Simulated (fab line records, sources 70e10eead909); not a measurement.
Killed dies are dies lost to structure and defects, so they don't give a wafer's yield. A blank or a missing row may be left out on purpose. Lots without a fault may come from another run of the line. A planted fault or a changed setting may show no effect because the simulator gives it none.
One fault seen from 2 desks | flow nand_harc | each desk has only its own numbers; what lay behind them comes last

THE TOOL OWNER'S DESK: litho_track-06
The tool's own readings at NHARC_A_BLC_SOFTBAKE_05 (time 55 s): means of the sampled wafers that have a number, for each lot that ran on this tool. A lot is out of limits, marked OUT, if its mean lies more than 4 standard deviations from the usual mean; the brackets give that distance.
Columns: A = chill_plate_temp_C at NHARC_A_BLC_SOFTBAKE_05, usual 23.00 C; B = heater_power_total_W at NHARC_A_BLC_SOFTBAKE_05, usual 188.44 W
lot  | first seen here | A     | B
L912 | day 18 10:00    | 23.05 | 188.35
L918 | day 19 17:00    | 22.93 | 188.35
L919 | day 19 23:00    | 23.06 | 188.37
L917 | day 20 04:00    | 23.03 | 177.87 (-81) OUT
L923 | day 21 10:00    | 22.89 | 177.79 (-82) OUT
This desk's finding: out of limits on L917, L923; first on L917, day 20 04:00 (heater_power_total_W at NHARC_A_BLC_SOFTBAKE_05). In limits: L912, L918, L919.

THE DEFECT DESK
What the inspections along the route counted, lot by lot: means of the sampled wafers that have a number. A lot is out of limits, marked OUT, if its mean lies more than 4 standard deviations from the usual mean; the brackets give that distance.
Columns: A = raw_defect_count at NHARC_A_CONTACT_INSPECT_23, usual 447
lot  | first seen here | A
L909 | day 17 12:39    | 290
L911 | day 18 02:05    | 349
L912 | day 18 10:01    | 383
L913 | day 18 18:53    | 514
L915 | day 19 06:43    | 527
L918 | day 19 17:11    | 535
L919 | day 19 23:40    | 375
L917 | day 20 04:40    | 396
L916 | day 20 04:49    | 416
L923 | day 21 10:20    | 442
L929 | day 22 18:46    | 415
L930 | day 23 06:06    | 343
L931 | day 23 06:51    | 440
This desk's finding: nothing out of limits on any of the 13 lots.

PUT TOGETHER
The tool owner's desk could have raised an alarm at day 20 04:00, on L917, L923.
The defect desk saw nothing out of limits.
The defect desk has L917, L923 on record, within its limits.
Of the lots named, all ran NHARC_A_BLC_SOFTBAKE_05 on litho_track-06.

WHAT THE SIMULATOR HAD PUT IN
Process parameter drift: litho_track-06, from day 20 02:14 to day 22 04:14, at NHARC_A_BLC_SOFTBAKE_05. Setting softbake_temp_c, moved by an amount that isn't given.
Lots struck among those shown: L917, L923.
Hours from the fault's start to each desk's first reading out of limits: the tool owner's desk, 2.
